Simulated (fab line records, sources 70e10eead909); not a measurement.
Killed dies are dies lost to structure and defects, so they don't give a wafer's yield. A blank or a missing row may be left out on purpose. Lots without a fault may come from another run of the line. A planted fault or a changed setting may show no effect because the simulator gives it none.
Chamber matching | flow nand_harc | NHARC_A_CHANNEL_FILL_D1_ALD_02 on ald_hk-01: 4 sister chambers
The step deposits SiO2, target thk 6 nm, pulse time 10 s, ald cycles 60. 22 wafers are shown with their chamber, then 11 later ones without.

WAFERS WITH THEIR CHAMBER
wafer  | chamber | heater_power_w (W) | precursor_pulse_height_rel
L079.1 | 0       | 495                | 1.005
L079.2 | 2       | 424                | 1.013
L079.6 | 3       | 382                | 1.012
L080.1 | 3       | 388                | 1.034
L080.4 | 2       | 432                | 0.978
L080.6 | 2       | 426                | 0.989
L082.1 | 2       | 438                | 1.044
L082.4 | 3       | 389                | 0.988
L082.5 | 3       | 379                | 0.976
L084.1 | 1       | 449                | 1.011
L084.2 | 0       | 492                | 1.029
L084.6 | 2       | 433                | 1.003
L086.1 | 2       | 437                | 0.996
L086.4 | 0       | 494                | 0.993
L086.5 | 1       | 445                | 1.019
L089.1 | 3       | 367                | 1.008
L089.3 | 0       | 502                | 1.030
L089.6 | 2       | 433                | 0.989
L090.1 | 0       | 486                | 1.013
L090.2 | 3       | 366                | 1.000
L090.3 | 1       | 439                | 0.998
L090.4 | 2       | 427                | 0.998

SIGNATURES (means of the wafers above)
reading                    | chamber 0 | chamber 1 | chamber 2 | chamber 3 | scatter within a chamber
heater_power_w             | 493.80    | 444.33    | 431.25    | 378.50    | 6.95
precursor_pulse_height_rel | 1.01400   | 1.00933   | 1.00125   | 1.00300   | 0.0184
Rule: a wafer's distance from a chamber is the root of the sum, over the readings, of the square of ((its reading less the chamber's mean) divided by the reading's scatter). The wafer belongs to the nearest chamber; if the next one is less than 2 further off, it can't be placed. The scatter: the root of (the sum of the squares of (reading less its chamber's mean) over the shown wafers, divided by (wafers less chambers)).

WAFERS WITHOUT THEIR CHAMBER
wafer  | heater_power_w (W) | precursor_pulse_height_rel
L090.5 | 494                | 1.008
L090.6 | 443                | 0.997
L092.3 | 438                | 0.966
L092.4 | 436                | 1.020
L092.6 | 451                | 1.015
L093.1 | 493                | 0.983
L093.3 | 431                | 1.027
L093.4 | 370                | 0.996
L095.1 | 454                | 1.031
L095.2 | 490                | 1.000
L095.3 | 362                | 1.005

WHICH CHAMBER EACH WENT THROUGH
wafer  | from the rows above     | in truth
L090.5 | 0                       | 0
L090.6 | can't be placed: 1 or 2 | 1
L092.3 | can't be placed: 2 or 1 | 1
L092.4 | can't be placed: 2 or 1 | 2
L092.6 | can't be placed: 1 or 2 | 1
L093.1 | 0                       | 0
L093.3 | can't be placed: 2 or 1 | 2
L093.4 | 3                       | 3
L095.1 | can't be placed: 1 or 2 | 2
L095.2 | 0                       | 0
L095.3 | 3                       | 3
Placed correctly: 5 of 11. Can't be placed from these rows: 6 (the true chamber is among the candidates in 6). Placed wrongly: 0.
